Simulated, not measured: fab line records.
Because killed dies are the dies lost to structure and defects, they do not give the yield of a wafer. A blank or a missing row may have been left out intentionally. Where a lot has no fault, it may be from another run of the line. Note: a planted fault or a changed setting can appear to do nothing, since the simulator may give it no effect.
fab line records ; flow n5Finfet
record lots=7; wafers=39
route steps=1938 shown FIN_SAQP@130 STI_FIN_REVEAL@190 HKMG_FIN@457 BEOL_M1@770 BEOL_M3@933 BEOL_M4@1059 BEOL_M5@1191 BEOL_M6@1251
startH: the number of hours between the record's first day and the start of the first shown wafer of the lot ; waitH: time in hours since the lot's previous step ; " the same as in the row above ; L1.1+2: a single row standing in for several wafers ; - either no value or no given start ; * or withheld: withheld ; < > ~ a bound
route shown NAME@n: a module of which the file shows steps, and the number in the route of the first ; usual: mean/standard deviation of fault-free wafers ; same: alike in all rows ; chamber/n: place in a boat ; sites: the reading at each site ; _std_site: standard deviation of those values ; _edge_site: the outer-site mean with the inner-site mean subtracted ; radiusMm: how far each site lies from the wafer's centre ; mask NAME#n: copy n ; behind: the last tool/chamber to shape the wafer ; hold: cause of the lot's hold/its duration in hours/its outcome ; device: whichever transistor did not switch (one of n, p or np) ; end of line: the route-end tests of the same wafers ; for a step that has no rows: nothing shown but its recipe ; killed: the dies lost at the first sort to structure and to defects; this is not the yield of the wafer ; map: the dies of a wafer, with x for killed, . for not killed, _ for no die there
set.NAME: the setting the step ran with; set.NAME@STEP: the setting that earlier step ran with ; model.NAME: the simulator's own value behind a step, which no gauge read
lots run with intentionally changed settings; tables by step, rows by wafer
## steps
# step N5_FIN_SAQP_ETCH_65
# recipe chemistry=CF4; target=SiO2; targetDepthA=40; ionEnergyEv=350; timeS=4.4; pressureMtorr=10; icpW=800; biasW=400; cf4FlowSccm=80
lot.wafer;tool;chamber;startH;waitH;set.timeS;model.etch.depthNm
L079.1;rieSi-04;3;55.67;0.1;2.461;2.255
L079.2;rieSi-04;1;55.67;0.1;2.461;2.153
L079.3;rieSi-04;0;55.67;0.1;4.4;4.042
L079.4;rieSi-04;2;55.67;0.1;4.4;3.916
L079.5;rieSi-04;3;55.67;0.1;2.461;2.268
L079.6;rieSi-04;2;55.67;0.1;4.4;3.908
L085.1;rieSi-02;3;90.10;0.1;4.4;3.998
L085.2;rieSi-02;2;90.10;0.1;2.032;1.884
L085.3;rieSi-02;1;90.10;0.1;4.4;3.922
L085.4;rieSi-02;0;90.10;0.1;4.4;3.991
L085.5;rieSi-02;0;90.10;0.1;2.032;1.842
L085.6;rieSi-02;3;90.10;0.1;2.032;1.857
L088.1;rieSi-02;3;108.54;0.1;6.572;6.039
L088.2;rieSi-02;1;108.54;0.1;6.572;5.875
L088.3;rieSi-02;0;108.54;0.1;4.4;3.979
L088.4;rieSi-02;2;108.54;0.1;6.572;6.098
L088.5;rieSi-02;3;108.54;0.1;4.4;4.042
L088.6;rieSi-02;2;108.54;0.1;4.4;4.106
L089.1;rieSi-03;2;116.11;0.1;4.4;3.98
L089.2;rieSi-03;1;116.11;0.1;4.4;4.136
L089.3;rieSi-03;0;116.11;0.1;4.4;4.165
L089.4;rieSi-03;3;116.11;0.1;4.4;3.847
L089.5;rieSi-03;3;116.11;0.1;4.4;3.877
L089.6;rieSi-03;2;116.11;0.1;4.4;3.97
L094.1;rieSi-03;3;145.43;0.1;6.626;5.854
L094.2;rieSi-03;2;145.43;0.1;6.626;5.999
L094.3;rieSi-03;0;145.43;0.1;4.4;4.166
L094.4;rieSi-03;1;145.43;0.1;4.4;4.102
L094.5;rieSi-03;3;145.43;0.1;6.626;5.835
L094.6;rieSi-03;2;145.43;0.1;4.4;3.966
L096.4;rieSi-04;1;157.07;0.1;4.4;3.833
L096.5;rieSi-04;0;157.07;0.1;4.4;4.031
L096.6;rieSi-04;3;157.07;0.1;4.4;4.019
L097.1;rieSi-04;3;163.06;0.1;4.4;4.083
L097.2;rieSi-04;1;163.06;0.1;4.4;3.884
L097.3;rieSi-04;2;163.06;0.1;4.4;3.908
L097.4;rieSi-04;0;163.06;0.1;4.4;4.047
L097.5;rieSi-04;1;163.06;0.1;4.4;3.864
L097.6;rieSi-04;0;163.06;0.1;4.4;4.094
# step N5_STI_FIN_REVEAL_ETCHBACK_08
# recipe chemistry=C4F6/O2; target=SiO2; targetDepthA=305; timeS=10.167; ionEnergyEv=250; pressureMtorr=30; sourceW=345; biasW=185; Ar_flow_sccm=300; C4F6_flow_sccm=10; O2_flow_sccm=10
lot.wafer;tool;chamber;startH;waitH;set.timeS
L079.1+3+5;rieDiel-04;1,3,3;65.62;0.2;5.065
L079.2+4+6;rieDiel-04;2,0,0;65.62;0.2;10.167
L085.1+2+4;rieDiel-04;2,3,0;100.30;0.3;15.31
L085.3+5+6;rieDiel-04;1,0,1;100.30;0.3;10.167
L088.1+4+6;rieDiel-03;1,2,0;118.19;0.2;12.28
L088.2+3+5;rieDiel-03;0,2,1;118.19;0.2;10.167
L089.1+5+6;rieDiel-06;3,2,3;125.51;0.2;10.167
L089.2+3+4;rieDiel-06;1,2,0;125.51;0.2;7.297
L094.1+2+3+4+5+6;rieDiel-03;3,1,0,2,2,1;154.61;0.2;10.167
L096.4+5+6;rieDiel-06;0,0,1;166.45;0.2;10.167
L097.1+2+3+4+5+6;rieDiel-06;2,3,0,1,1,2;172.32;0.2;10.167
# step N5_STI_FIN_REVEAL_STRIP_24
# recipe chemistry=N2/H2; timeS=90; powerW=100; tempC=40; pressureMtorr=100; rfFrequencyHz=6e+07; biasPowerW=3; n2FlowSccm=300; h2FlowSccm=300
# step N5_STI_FIN_REVEAL_PRECLEAN_25
# recipe chemistry=SPM; timeS=90; tempC=120; mix=4:1
# step N5_STI_FIN_REVEAL_SRD_23
# recipe dry=ipaMarangoni; timeS=30; tempC=23; rinseLiquid=diw
# step N5_STI_FIN_REVEAL_FIN_H_MEAS_10
# usual trenchDepthNm=52.0/0.86
lot.wafer;tool;chamber;startH;waitH;set.timeS@STI_FIN_REVEAL_ETCHBACK_08;trenchDepthNm
L079.1;ocd-01;-;70.37;0.0;5.065;37.2
L079.2;ocd-01;-;70.37;0.0;10.167;51.0
L079.3;ocd-01;-;70.37;0.0;5.065;36.1
L079.4;ocd-01;-;70.37;0.0;10.167;51.4
L079.5;ocd-01;-;70.37;0.0;5.065;36.9
L079.6;ocd-01;-;70.37;0.0;10.167;51.1
L085.1;ocd-02;-;104.84;0.0;15.31;67.3
L085.2;ocd-02;-;104.84;0.0;15.31;68.4
L085.3;ocd-02;-;104.84;0.0;10.167;52.9
L085.4;ocd-02;-;104.84;0.0;15.31;67.0
L085.5;ocd-02;-;104.84;0.0;10.167;52.1
L085.6;ocd-02;-;104.84;0.0;10.167;53.0
L088.1;ocd-01;-;122.79;0.0;12.28;57.7
L088.2;ocd-01;-;122.79;0.0;10.167;52.3
L088.3;ocd-01;-;122.79;0.0;10.167;52.8
L088.4;ocd-01;-;122.79;0.0;12.28;59.1
L088.5;ocd-01;-;122.79;0.0;10.167;51.9
L088.6;ocd-01;-;122.79;0.0;12.28;59.8
L089.1;ocd-02;-;128.51;0.0;10.167;52.3
L089.2;ocd-02;-;128.51;0.0;7.297;44.6
L089.3;ocd-02;-;128.51;0.0;7.297;44.0
L089.4;ocd-02;-;128.51;0.0;7.297;44.0
L089.5;ocd-02;-;128.51;0.0;10.167;52.5
L089.6;ocd-02;-;128.51;0.0;10.167;52.6
L094.1;ocd-02;-;159.49;0.0;10.167;53.8
L094.2;ocd-02;-;159.49;0.0;10.167;52.5
L094.3;ocd-02;-;159.49;0.0;10.167;52.8
L094.4;ocd-02;-;159.49;0.0;10.167;53.3
L094.5;ocd-02;-;159.49;0.0;10.167;53.8
L094.6;ocd-02;-;159.49;0.0;10.167;52.9
L096.4;ocd-02;-;170.99;0.0;10.167;51.4
L096.5;ocd-02;-;170.99;0.0;10.167;50.7
L096.6;ocd-02;-;170.99;0.0;10.167;51.6
L097.1;ocd-01;-;176.86;0.0;10.167;50.5
L097.2;ocd-01;-;176.86;0.0;10.167;50.3
L097.3;ocd-01;-;176.86;0.0;10.167;50.5
L097.4;ocd-01;-;176.86;0.0;10.167;51.7
L097.5;ocd-01;-;176.86;0.0;10.167;51.1
L097.6;ocd-01;-;176.86;0.0;10.167;50.6
# step N5_HKMG_FIN_ALD_72
# recipe material=W; targetThkA=20; tempC=300; pressureTorr=7.5; aldPrecursorFamily=WF6; aldCoReactant=B2H6; pulseTimeS=1; purgeTimeS=2; coReactantPurgeTimeS=2; coReactantPulseTimeS=3; aldCycles=7
lot.wafer;tool;chamber;startH;waitH;set.aldCycles;model.W_of_HKMG_FIN_ALD_72.thkNm
L079.1+3+4;cvdW-01;0;113.92;0.2;7;2
L079.2+5+6;cvdW-01;0;113.92;0.2;11;3.2
L085.1+2+6;cvdW-02;0,1,0;145.39;0.2;10;2.8
L085.3+4;cvdW-02;1,0;145.39;0.2;7;2
L085.5;cvdW-02;1;145.39;0.2;7;1.8
L088.1;cvdW-01;0;163.19;0.2;7;1.8
L088.2+4+6;cvdW-01;1,1,0;163.19;0.2;9;2.4
L088.3+5;cvdW-01;0,1;163.19;0.2;7;2
L089.1+6;cvdW-02;0,1;169.23;0.2;6;1.6
L089.2+3+5;cvdW-02;1,0,0;169.23;0.2;7;1.8
L089.4;cvdW-02;1;169.23;0.2;6;1.4
L094.1+3+5;cvdW-01;0,1,1;199.94;0.2;7;2
L094.2;cvdW-01;1;199.94;0.2;4;1
L094.4+6;cvdW-01;0;199.94;0.2;4;1.2
L096.4+5+6;cvdW-02;0,0,1;212.58;0.2;7;2
L097.1+2+3+4+5+6;cvdW-02;0,1,1,0,1,0;219.68;0.2;7;2
# step N5_BEOL_M1_ETCH_64
# recipe chemistry=N2/H2; target=SOC; targetDepthA=750; overetchA=150; maskMaterial=SiARC; tempC=40; timeS=112.5; ionEnergyEv=200; pressureMtorr=30; sourceW=840; biasW=150; n2FlowSccm=200; h2FlowSccm=200
lot.wafer;tool;chamber;startH;waitH;set.timeS;model.etch.depthNm;model.SiARC_of_BEOL_M1_COAT_62.thkNm;model.BEOL_M1.cdOffsetNm
L079.1;rieDiel-02;3;163.76;0.0;112.5;60.08;7;0
L079.2;rieDiel-02;2;163.76;0.0;112.5;60.2;6.8;0
L079.3;rieDiel-02;0;163.76;0.0;177.5;60.18;3.6;1.2
L079.4;rieDiel-02;0;163.76;0.0;177.5;60.13;3.6;1
L079.5;rieDiel-02;2;163.76;0.0;177.5;60.25;3.8;1
L079.6;rieDiel-02;3;163.76;0.0;112.5;59.9;7;0
L085.1;rieDiel-02;2;191.09;0.0;45.96;37.57;9.8;-1.4
L085.2;rieDiel-02;0;191.09;0.0;112.5;59.85;6.8;-0.2
L085.3;rieDiel-02;1;191.09;0.0;112.5;59.91;6.8;-0.2
L085.4;rieDiel-02;3;191.09;0.0;45.96;35.49;10;-1.4
L085.5;rieDiel-02;1;191.09;0.0;45.96;36.79;9.8;-1.6
L085.6;rieDiel-02;2;191.09;0.0;112.5;59.83;6.8;-0.2
L088.1;rieDiel-01;1;207.05;0.0;112.5;60.19;7;0
L088.2;rieDiel-01;2;207.05;0.0;112.5;60.24;6.8;0
L088.3;rieDiel-01;0;207.05;0.0;112.5;59.99;6.8;-0.2
L088.4;rieDiel-01;3;207.05;0.0;112.5;60.19;6.8;-0.2
L088.5;rieDiel-01;2;207.05;0.0;112.5;60.03;6.6;0
L088.6;rieDiel-01;1;207.05;0.0;112.5;60.12;7;-0.2
L089.1;rieDiel-01;0;212.12;0.0;112.5;59.96;6.8;0
L089.2;rieDiel-01;2;212.12;0.0;112.5;59.99;6.6;0
L089.3;rieDiel-01;1;212.12;0.0;59.37;46.23;9.4;-1.4
L089.4;rieDiel-01;3;212.12;0.0;59.37;47.86;9.2;-1
L089.5;rieDiel-01;2;212.12;0.0;112.5;60.11;6.8;0.4
L089.6;rieDiel-01;3;212.12;0.0;59.37;48.16;9.2;-1.2
L094.1;rieDiel-01;2;252.27;0.0;112.5;59.9;6.8;0
L094.2;rieDiel-01;3;252.27;0.0;112.5;59.84;6.8;0.2
L094.3;rieDiel-01;1;252.27;0.0;112.5;59.83;7;0
L094.4;rieDiel-01;0;252.27;0.0;178.8;59.92;3.8;1.4
L094.5;rieDiel-01;1;252.27;0.0;178.8;59.9;4;1
L094.6;rieDiel-01;0;252.27;0.0;178.8;60.06;3.8;1.4
L096.4;rieDiel-02;0;258.77;0.0;112.5;60.18;6.6;0.4
L096.5;rieDiel-02;0;258.77;0.0;112.5;60.12;6.6;0.2
L096.6;rieDiel-02;3;258.77;0.0;112.5;60;7;0.4
L097.1;rieDiel-01;2;264.48;0.0;112.5;60.12;6.8;0.2
L097.2;rieDiel-01;0;264.48;0.0;65.68;51.69;9;-0.4
L097.3;rieDiel-01;1;264.48;0.0;65.68;51.35;9;-1
L097.4+6;rieDiel-01;3;264.48;0.0;112.5;60.01;6.8;0.2
L097.5;rieDiel-01;0;264.48;0.0;65.68;51.53;9;-0.4
# step N5_BEOL_M1_STRIP_65
# recipe chemistry=N2/H2; tempC=40; n2FlowSccm=200; h2FlowSccm=200; rfFrequencyHz=6e+07
# step N5_BEOL_M1_STRIP_75
# recipe chemistry=N2/H2; tempC=40; n2FlowSccm=200; h2FlowSccm=200; rfFrequencyHz=6e+07
# step N5_BEOL_M1_HM_OPEN_17
# recipe chemistry=Cl2/BCl3; targetDepthA=200; overetchA=60; target=TiN; maskMaterial=SOC; ionEnergyEv=150; pressureMtorr=10; icpW=1000; biasW=126; Cl2_flow_sccm=53.25; bcl3FlowSccm=21.75; Ar_flow_sccm=25
# step N5_BEOL_M1_STRIP_19
# recipe chemistry=O2; powerW=400; tempC=40; pressureMtorr=30; rfFrequencyHz=6e+07; biasPowerW=0; overashFraction=0.2; o2FlowSccm=225
# step N5_BEOL_M1_CD_MEAS_18
# recipe pitchNm=36; targetCdNm=18
# usual cdNm=18.0/0.32
lot.wafer;tool;chamber;startH;waitH;set.timeS@BEOL_M1_ETCH_64;cdNm
L079.1;cdSem-02;-;164.14;0.0;112.5;17.8
L079.2;cdSem-02;-;164.14;0.0;112.5;18.2
L079.3;cdSem-02;-;164.14;0.0;177.5;19.6
L079.4;cdSem-02;-;164.14;0.0;177.5;19.4
L079.5;cdSem-02;-;164.14;0.0;177.5;19.4
L079.6;cdSem-02;-;164.14;0.0;112.5;17.9
L085.1;cdSem-02;-;191.44;0.0;45.96;-
L085.2;cdSem-02;-;191.44;0.0;112.5;17.8
L085.3;cdSem-02;-;191.44;0.0;112.5;17.6
L085.4;cdSem-02;-;191.44;0.0;45.96;-
L085.5;cdSem-02;-;191.44;0.0;45.96;-
L085.6;cdSem-02;-;191.44;0.0;112.5;17.5
L088.1;cdSem-02;-;207.40;0.0;112.5;18.0
L088.2;cdSem-02;-;207.40;0.0;112.5;18.2
L088.3;cdSem-02;-;207.40;0.0;112.5;17.8
L088.4;cdSem-02;-;207.40;0.0;112.5;17.5
L088.5;cdSem-02;-;207.40;0.0;112.5;18.4
L088.6;cdSem-02;-;207.40;0.0;112.5;18.3
L089.1;cdSem-02;-;212.48;0.0;112.5;18.1
L089.2;cdSem-02;-;212.48;0.0;112.5;18.1
L089.3;cdSem-02;-;212.48;0.0;59.37;-
L089.4;cdSem-02;-;212.48;0.0;59.37;-
L089.5;cdSem-02;-;212.48;0.0;112.5;18.4
L089.6;cdSem-02;-;212.48;0.0;59.37;-
L094.1;cdSem-02;-;252.64;0.0;112.5;17.6
L094.2;cdSem-02;-;252.64;0.0;112.5;18.2
L094.3;cdSem-02;-;252.64;0.0;112.5;17.9
L094.4;cdSem-02;-;252.64;0.0;178.8;19.9
L094.5;cdSem-02;-;252.64;0.0;178.8;18.8
L094.6;cdSem-02;-;252.64;0.0;178.8;19.7
L096.4;cdSem-01;-;259.12;0.1;112.5;18.3
L096.5;cdSem-01;-;259.12;0.1;112.5;18.3
L096.6;cdSem-01;-;259.12;0.1;112.5;18.7
L097.1;cdSem-03;-;264.91;0.0;112.5;18.8
L097.2;cdSem-03;-;264.91;0.0;65.68;-
L097.3;cdSem-03;-;264.91;0.0;65.68;-
L097.4;cdSem-03;-;264.91;0.0;112.5;18.2
L097.5;cdSem-03;-;264.91;0.0;65.68;-
L097.6;cdSem-03;-;264.91;0.0;112.5;18.2
# step N5_BEOL_M1_COAT_67
# recipe resist=SOC; tempC=250; timeS=60; spinRpm=1500; resistThkNm=60
# step N5_BEOL_M1_COAT_68
# recipe resist=SiARC; tempC=220; timeS=60; spinRpm=1500; resistThkNm=12
# step N5_BEOL_M1_PRECLEAN_42
# recipe chemistry=residueRemover; timeS=60; tempC=40
# step N5_BEOL_M1_SRD_43
# recipe timeS=30; tempC=23; rinseLiquid=diw; dry=ipaMarangoni
# step N5_BEOL_M1_CD_MEAS_35
# recipe targetCdNm=18; targetCdYNm=21; polarity=opening
# usual cdNm=18.1/0.37
lot.wafer;tool;chamber;startH;waitH;set.timeS@BEOL_M1_ETCH_64;cdNm
L079.1;cdSem-02;-;165.63;0.0;112.5;18.2
L079.2;cdSem-02;-;165.63;0.0;112.5;18.2
L079.3;cdSem-02;-;165.63;0.0;177.5;20.2
L079.4;cdSem-02;-;165.63;0.0;177.5;19.4
L079.5;cdSem-02;-;165.63;0.0;177.5;19.8
L079.6;cdSem-02;-;165.63;0.0;112.5;18.0
L085.1;cdSem-01;-;194.57;0.0;45.96;-
L085.2;cdSem-01;-;194.57;0.0;112.5;17.9
L085.3;cdSem-01;-;194.57;0.0;112.5;17.9
L085.4;cdSem-01;-;194.57;0.0;45.96;-
L085.5;cdSem-01;-;194.57;0.0;45.96;-
L085.6;cdSem-01;-;194.57;0.0;112.5;17.6
L088.1;cdSem-03;-;211.16;0.0;112.5;18.2
L088.2;cdSem-03;-;211.16;0.0;112.5;18.2
L088.3;cdSem-03;-;211.16;0.0;112.5;18.0
L088.4;cdSem-03;-;211.16;0.0;112.5;17.9
L088.5;cdSem-03;-;211.16;0.0;112.5;18.2
L088.6;cdSem-03;-;211.16;0.0;112.5;17.6
L089.1;cdSem-02;-;217.56;0.0;112.5;17.9
L089.2;cdSem-02;-;217.56;0.0;112.5;18.1
L089.3;cdSem-02;-;217.56;0.0;59.37;-
L089.4;cdSem-02;-;217.56;0.0;59.37;-
L089.5;cdSem-02;-;217.56;0.0;112.5;18.4
L089.6;cdSem-02;-;217.56;0.0;59.37;-
L094.1;cdSem-02;-;257.09;0.0;112.5;18.4
L094.2;cdSem-02;-;257.09;0.0;112.5;18.6
L094.3;cdSem-02;-;257.09;0.0;112.5;18.1
L094.4;cdSem-02;-;257.09;0.0;178.8;20.2
L094.5;cdSem-02;-;257.09;0.0;178.8;19.3
L094.6;cdSem-02;-;257.09;0.0;178.8;20.0
L096.4;cdSem-01;-;260.60;0.0;112.5;18.2
L096.5;cdSem-01;-;260.60;0.0;112.5;18.2
L096.6;cdSem-01;-;260.60;0.0;112.5;18.9
L097.1;cdSem-03;-;268.63;0.0;112.5;18.7
L097.2;cdSem-03;-;268.63;0.0;65.68;-
L097.3;cdSem-03;-;268.63;0.0;65.68;-
L097.4;cdSem-03;-;268.63;0.0;112.5;18.5
L097.5;cdSem-03;-;268.63;0.0;65.68;-
L097.6;cdSem-03;-;268.63;0.0;112.5;18.3
# step N5_BEOL_M3_PECVD_72
# recipe material=SiO2; targetThkA=160; tempC=400; precursor=TEOS/O2; pressureTorr=5.5; rfW=450; teosFlowSccm=53.8; gas=O2; flowSccm=3000; timeS=18
lot.wafer;tool;chamber;startH;waitH;set.timeS;model.SiO2_of_BEOL_M3_PECVD_72.thkNm
L079.1;pecvd-01;0;179.88;0.0;18;15.8
L079.2+3;pecvd-01;2,0;179.88;0.0;18;16
L079.4;pecvd-01;2;179.88;0.0;18;16.6
L079.5+6;pecvd-01;2,0;179.88;0.0;18;16.2
L085.1+3+4;pecvd-03;1,0,1;211.00;0.0;18;16
L085.2;pecvd-03;2;211.00;0.0;18;15.6
L085.5;pecvd-03;2;211.00;0.0;18;15.8
L085.6;pecvd-03;0;211.00;0.0;18;16.2
L088.1+3+6;pecvd-01;2,1,0;228.83;0.0;18;16.2
L088.2;pecvd-01;0;228.83;0.0;9.932;9.2
L088.4+5;pecvd-01;2,1;228.83;0.0;9.932;9.4
L089.1+3;pecvd-04;2,1;236.58;0.0;18;15.8
L089.2+5;pecvd-04;0,1;236.58;0.0;15.26;13.6
L089.4;pecvd-04;2;236.58;0.0;18;16.2
L089.6;pecvd-04;0;236.58;0.0;15.26;14.2
L094.1;pecvd-03;2;273.50;0.0;27.92;23.8
L094.2;pecvd-03;1;273.50;0.0;18;16
L094.3;pecvd-03;0;273.50;0.0;27.92;24.4
L094.4;pecvd-03;1;273.50;0.0;27.92;24.6
L094.5;pecvd-03;2;273.50;0.0;18;15.8
L094.6;pecvd-03;0;273.50;0.0;18;16.2
L096.4+5;pecvd-04;2,1;276.09;0.1;18;16
L096.6;pecvd-04;0;276.09;0.1;18;15.6
L097.1+3;pecvd-01;2,1;282.08;0.0;18;15.8
L097.2;pecvd-01;0;282.08;0.0;12.69;11
L097.4;pecvd-01;1;282.08;0.0;12.69;11.6
L097.5;pecvd-01;0;282.08;0.0;12.69;11.2
L097.6;pecvd-01;2;282.08;0.0;18;16.2
# step N5_BEOL_M4_DESCUM_33
# recipe chemistry=O2; timeS=7; sourcePowerW=50; biasPowerW=20; pressureMtorr=20; rfFrequencyHz=2.712e+07; tempC=40; resist=CAR-EUV; o2FlowSccm=225
lot.wafer;tool;chamber;startH;waitH;set.timeS;model.CAR-EUV_of_BEOL_M4_COAT_22.thkNm
L079.1+5+6;rieDiel-03;3,2,1;195.74;0.1;7;26.2
L079.2+3+4;rieDiel-03;2,1,0;195.74;0.1;5.328;27
L085.1+3+6;rieDiel-03;2,1,0;226.98;0.4;7;26
L085.2+4+5;rieDiel-03;3,0,3;226.98;0.4;9.584;24.8
L088.1+5+6;rieDiel-06;2,3,2;238.85;0.2;8.68;25.2
L088.2+3+4;rieDiel-06;1,3,0;238.85;0.2;7;26
L089.1+3+5;rieDiel-03;0,2,2;247.75;0.0;10.04;24.6
L089.2;rieDiel-03;3;247.75;0.0;7;26.2
L089.4+6;rieDiel-03;0,3;247.75;0.0;7;26
L094.1+6;rieDiel-03;1,2;292.30;0.0;7;26.2
L094.2+3+5;rieDiel-03;3,2,1;292.30;0.0;3.053;28.2
L094.4;rieDiel-03;0;292.30;0.0;7;26.4
L097.1+2+3+4+6;rieDiel-06;0,1,3,0,1;292.99;0.0;7;26.2
L097.5;rieDiel-06;3;292.99;0.0;7;26.4
L096.4+6;rieDiel-04;3,2;294.45;0.2;7;26.2
L096.5;rieDiel-04;0;294.45;0.2;7;26.4
# step N5_BEOL_M4_ETCH_77
# recipe chemistry=N2/H2; target=underlayer; targetDepthA=65; maskMaterial=CAR-EUV; timeS=5.2; ionEnergyEv=200; pressureMtorr=30; sourceW=840; biasW=150; n2FlowSccm=200; h2FlowSccm=200; ends=cleared
lot.wafer;tool;chamber;startH;waitH;set.timeS@BEOL_M4_DESCUM_33;model.CAR-EUV_of_BEOL_M4_COAT_22.thkNm
L079.1+5+6;rieDiel-03;3,2,1;195.77;0.0;7;20.4
L079.2;rieDiel-03;2;195.77;0.0;5.328;21.4
L079.3+4;rieDiel-03;1,0;195.77;0.0;5.328;21.2
L085.1+3+6;rieDiel-03;2,1,0;227.01;0.0;7;20.4
L085.2;rieDiel-03;3;227.01;0.0;9.584;19.2
L085.4+5;rieDiel-03;0,3;227.01;0.0;9.584;19
L088.1+5+6;rieDiel-06;2,3,2;238.89;0.0;8.68;19.4
L088.2+3;rieDiel-06;1,3;238.89;0.0;7;20.2
L088.4;rieDiel-06;0;238.89;0.0;7;20.4
L089.1+3;rieDiel-03;0,2;247.78;0.0;10.04;18.8
L089.2+6;rieDiel-03;3;247.78;0.0;7;20.4
L089.4;rieDiel-03;0;247.78;0.0;7;20.2
L089.5;rieDiel-03;2;247.78;0.0;10.04;19
L094.1+4;rieDiel-03;1,0;292.33;0.0;7;20.6
L094.2;rieDiel-03;3;292.33;0.0;3.053;22.6
L094.3+5;rieDiel-03;2,1;292.33;0.0;3.053;22.4
L094.6;rieDiel-03;2;292.33;0.0;7;20.4
L097.1+2+3+4+5+6;rieDiel-06;0,1,3,0,3,1;293.02;0.0;7;20.6
L096.4+6;rieDiel-04;3,2;294.47;0.0;7;20.4
L096.5;rieDiel-04;0;294.47;0.0;7;20.6
# step N5_BEOL_M5_DEP_56
# recipe material=SiCN; targetThkA=80; tempC=withheld; precursor=3MS/NH3; pressureTorr=3; rfW=202; timeS=14
lot.wafer;tool;chamber;startH;waitH;set.targetThkA;model.SiCN_of_BEOL_M5_DEP_56.thkNm
L079.1+2+3+4;pecvd-02;2,1,0,2;216.49;0.0;80;8
L079.5+6;pecvd-02;1,0;216.49;0.0;80;8.2
L085.1;pecvd-01;2;256.14;0.0;80;7.8
L085.2+3;pecvd-01;1,0;256.14;0.0;99.71;9.8
L085.4;pecvd-01;2;256.14;0.0;99.71;10
L085.5+6;pecvd-01;1,0;256.14;0.0;80;8
L088.1+2+3+6;pecvd-02;2,0,1,2;261.09;0.0;80;8
L088.4+5;pecvd-02;1,0;261.09;0.0;80;8.2
L089.1+2+5+6;pecvd-01;0,2,2,0;278.54;0.0;80;8
L089.3+4;pecvd-01;1;278.54;0.0;80;7.8
L094.1+5;pecvd-02;1,0;314.10;0.0;80;7.8
L094.2+6;pecvd-02;2;314.10;0.0;102.8;10.2
L094.3;pecvd-02;0;314.10;0.0;102.8;10
L094.4;pecvd-02;1;314.10;0.0;80;8
L097.1+2+3;pecvd-02;0,1,2;314.52;0.0;80;7.8
L097.4+5+6;pecvd-02;1,0,2;314.52;0.0;80;8
L096.4+5;pecvd-01;0,1;316.31;0.0;80;8
L096.6;pecvd-01;2;316.31;0.0;80;8.2
# step N5_BEOL_M6_ALD_77
# recipe material=TaN; targetThkA=20; tempC=275; aldPrecursorFamily=PDMAT; aldCoReactant=NH3; pressureTorr=3; carrierFlowSccm=1500; pulseTimeS=2; purgeTimeS=3; coReactantPurgeTimeS=2; coReactantPulseTimeS=3; aldCycles=40; precursorVesselTempC=75; precursorVesselPressureTorr=26.25; precursorVesselCarrierSccm=1000
lot.wafer;tool;chamber;startH;waitH;set.aldCycles;model.TaN_of_BEOL_M6_ALD_77.thkNm
L079.1+2+3;aldMetal-02;1,2,3;223.02;0.3;26;1.2
L079.4+5+6;aldMetal-02;0,3,2;223.02;0.3;40;2
L085.1+3+4;aldMetal-02;0,3,2;261.46;0.0;40;2
L085.2+5+6;aldMetal-02;1,3,0;261.46;0.0;61;3
L088.1+5;aldMetal-01;0,3;269.28;0.1;30;1.4
L088.2+3+6;aldMetal-01;3,2,0;269.28;0.1;40;2
L088.4;aldMetal-01;1;269.28;0.1;30;1.6
L089.1+5+6;aldMetal-03;2,2,1;286.45;0.1;53;2.6
L089.2+3+4;aldMetal-03;0,3,1;286.45;0.1;40;2
L094.1+5;aldMetal-01;1,3;322.44;0.0;62;3.2
L094.2+3+4;aldMetal-01;0,2,3;322.44;0.0;40;2
L094.6;aldMetal-01;2;322.44;0.0;62;3
L097.1+3+5;aldMetal-02;2,1,2;322.80;0.1;27;1.4
L097.2+4+6;aldMetal-02;0,3,1;322.80;0.1;40;2
L096.4+5+6;aldMetal-03;0,1,0;328.01;0.0;40;2
## key
split step=N5_FIN_SAQP_ETCH_65; setting=timeS; stated=4.4; by=wafer
response step=N5_FIN_SAQP_ETCH_65; reading=model.etch.depthNm; change=+0.0385; per=1%; r=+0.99
split step=N5_STI_FIN_REVEAL_ETCHBACK_08; setting=timeS; stated=10.167; by=wafer
response step=N5_STI_FIN_REVEAL_FIN_H_MEAS_10; reading=trenchDepthNm; change=+0.293; per=1%; r=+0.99
split step=N5_HKMG_FIN_ALD_72; setting=aldCycles; stated=7; by=wafer
response step=N5_HKMG_FIN_ALD_72; reading=model.W_of_HKMG_FIN_ALD_72.thkNm; change=+0.0201; per=1%; r=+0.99
split step=N5_BEOL_M1_ETCH_64; setting=timeS; stated=112.5; by=wafer
response step=N5_BEOL_M1_ETCH_64; reading=model.etch.depthNm; shape=bent; atLowest=36.61; atStated=60.02; atHighest=59.96
response step=N5_BEOL_M1_ETCH_64; reading=model.SiARC_of_BEOL_M1_COAT_62.thkNm; change=-0.0531; per=1%; r=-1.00
response step=N5_BEOL_M1_ETCH_64; reading=model.BEOL_M1.cdOffsetNm; change=+0.0213; per=1%; r=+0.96
response step=N5_BEOL_M1_CD_MEAS_18; reading=cdNm; change=+0.0262; per=1%; r=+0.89
response step=N5_BEOL_M1_CD_MEAS_35; reading=cdNm; change=+0.0268; per=1%; r=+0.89
split step=N5_BEOL_M3_PECVD_72; setting=timeS; stated=18; by=wafer
response step=N5_BEOL_M3_PECVD_72; reading=model.SiO2_of_BEOL_M3_PECVD_72.thkNm; change=+0.152; per=1%; r=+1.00
split step=N5_BEOL_M4_DESCUM_33; setting=timeS; stated=7; by=wafer
response step=N5_BEOL_M4_DESCUM_33; reading=model.CAR-EUV_of_BEOL_M4_COAT_22.thkNm; change=-0.0337; per=1%; r=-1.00
response step=N5_BEOL_M4_ETCH_77; reading=model.CAR-EUV_of_BEOL_M4_COAT_22.thkNm; change=-0.0348; per=1%; r=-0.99
split step=N5_BEOL_M5_DEP_56; setting=targetThkA; stated=80; by=wafer
response step=N5_BEOL_M5_DEP_56; reading=model.SiCN_of_BEOL_M5_DEP_56.thkNm; change=+0.0791; per=1%; r=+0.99
split step=N5_BEOL_M6_ALD_77; setting=aldCycles; stated=40; by=wafer
response step=N5_BEOL_M6_ALD_77; reading=model.TaN_of_BEOL_M6_ALD_77.thkNm; change=+0.02; per=1%; r=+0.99
